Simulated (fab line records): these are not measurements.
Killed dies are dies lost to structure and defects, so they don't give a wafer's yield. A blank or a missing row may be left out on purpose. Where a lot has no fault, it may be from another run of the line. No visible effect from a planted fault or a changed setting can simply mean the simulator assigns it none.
Which of the tools did it? -- flow nand-harc -- 9 lots with 27 wafers sampled at 3 steps, on a route of 1159 steps

== WHAT THE GAUGES SHOWED, per wafer ==
NHARC_A_CONTACT_OVL_MEAS_09. Usual: overlay-x-nm 0.3 nm, standard deviation 0.84; overlay-y-nm 0.1 nm, standard deviation 0.85.
lot,measured,on,overlay-x-nm (nm),overlay-y-nm (nm),flag
L561,day 17 06:53,overlay-01,0.2 -0.3 -0.2,-0.4 0.5 0.6,
L565,day 17 09:14,overlay-02,0.2 0.4 0.5,-0.9 -0.4 -0.8,
L562,day 17 11:06,overlay-02,-0.1 -0.1 0.7,-0.1 0.5 0.1,
L571,day 19 10:07,overlay-01,0.6 0.2 -0.3,-0.9 -0.7 -0.6,
L575,day 20 15:35,overlay-02,-1.1 -1.3 -1.2,0.8 0.9 0.6,
L574,day 20 21:58,overlay-01,-1.9 -1.3 -1.2,-0.3 -0.5 0.1,
L577,day 21 12:03,overlay-01,-0.7 -0.6 0.0,0.5 1.1 0.4,
L580,day 21 17:15,overlay-02,-0.2 -0.6 -0.4,-0.2 -0.3 -0.1,
L579,day 22 07:02,overlay-01,2.1 2.4 1.8,0.6 0.6 -0.3,

== WHICH TOOL RAN EACH LOT (tool, then ch and the chambers of the sampled wafers, then the start) ==
lot,NHARC_A_CONTACT_ETCH_106,NHARC_A_CONTACT_DEP_84
L561,"rie-diel-11 ch 1,2, day 17 04:14","acl-dep-02 ch 0, day 17 05:31"
L565,"rie-diel-04 ch 2,3, day 17 06:31","acl-dep-03 ch 0, day 17 07:22"
L562,"rie-diel-11 ch 2,3, day 17 08:22","acl-dep-03 ch 0, day 17 09:26"
L571,"rie-diel-03 ch 0,1, day 19 07:26","acl-dep-01 ch 0, day 19 08:05"
L575,"rie-diel-03 ch 0,2,3, day 20 11:53","acl-dep-03 ch 0, day 20 14:12"
L574,"rie-diel-04 ch 2,3, day 20 19:22","acl-dep-03 ch 0, day 20 20:38"
L577,"rie-diel-03 ch 0,2, day 21 05:38","acl-dep-03 ch 0, day 21 10:10"
L580,"rie-diel-03 ch 0,1,2, day 21 09:06","acl-dep-01 ch 0, day 21 15:08"
L579,"rie-diel-11 ch 1,2, day 22 01:33","acl-dep-01 ch 0, day 22 05:11"
- NHARC_A_CONTACT_ETCH_106: etches the open film in CF4/O2, target depth 60 nm, overetch 6 nm, time 33 s.
- NHARC_A_CONTACT_DEP_84: deposits aC, target thk 2000 nm.

== AS READ BY THE TOOLS THEMSELVES (means over the sampled wafers that have a number; for cases with no such wafer, the mark the record gives instead) ==
NHARC_A_CONTACT_ETCH_106. Usual: drypump-motor-current-A 5.7 A, standard deviation 0.39; mfc-ar-sccm 0.006 sccm, standard deviation 0.0086; oes-product-au 1.001 a.u., standard deviation 0.0076; rf-vpp-V 198.1 V, standard deviation 1.4; run-length-s 54.6 s, standard deviation 0.57; showerhead-plenum-p-Torr 1.35 Torr, standard deviation 0.052; throttle-valve-pct 13.397 %, standard deviation 0.0089.
lot,tool,drypump-motor-current-A (A),mfc-ar-sccm (sccm),oes-product-au (a.u.),rf-vpp-V (V),run-length-s (s),showerhead-plenum-p-Torr (Torr),throttle-valve-pct (%),flag
L561,rie-diel-11,5.9,0.002,1.006,199.5,54.6,1.40,13.406,
L565,rie-diel-04,5.8,0.000,1.003,197.5,53.9,1.31,13.403,
L562,rie-diel-11,6.0,0.000,1.007,199.1,54.7,1.40,13.406,
L571,rie-diel-03,5.5,0.017,1.005,199.0,54.2,1.37,13.399,
L575,rie-diel-03,5.7,0.005,1.000,197.2,55.3,1.34,13.394,
L574,rie-diel-04,6.0,0.000,1.004,197.5,54.1,1.32,13.401,
L577,rie-diel-03,5.4,0.011,0.987,198.4,55.2,1.34,13.396,
L580,rie-diel-03,5.4,0.014,1.002,198.4,54.5,1.35,13.395,
L579,rie-diel-11,5.7,0.005,0.999,198.3,54.6,1.37,13.388,

NHARC_A_CONTACT_DEP_84. Usual: 35.000 % for throttle-valve-pct, sd 0.0091.
lot,tool,throttle-valve-pct (%),flag
L561,acl-dep-02,35.006,
L565,acl-dep-03,35.003,
L562,acl-dep-03,35.007,
L571,acl-dep-01,35.008,
L575,acl-dep-03,35.000,
L574,acl-dep-03,35.002,
L577,acl-dep-03,35.003,
L580,acl-dep-01,34.999,
L579,acl-dep-01,35.009,

== THE ANSWER, worked out from the rows above alone ==
Rule: a lot counts as off when the mean over its wafers that have a number is more than 3 standard deviations away from the usual mean. Also off: a lot with no number at a reading for which 4 or more lots have one. Any other lot the step has rows for is counted as sound. Order of review: gauges by route order, followed by the tools' own readings, for which a lot's mean as printed above is used. At the first step where some lot is off, the reading lying furthest off is the one used; lots without a number count as furthest.
Nothing can be told from this: no lot is off at any reading shown.

== WHAT THE SIMULATOR HAD INSERTED ==
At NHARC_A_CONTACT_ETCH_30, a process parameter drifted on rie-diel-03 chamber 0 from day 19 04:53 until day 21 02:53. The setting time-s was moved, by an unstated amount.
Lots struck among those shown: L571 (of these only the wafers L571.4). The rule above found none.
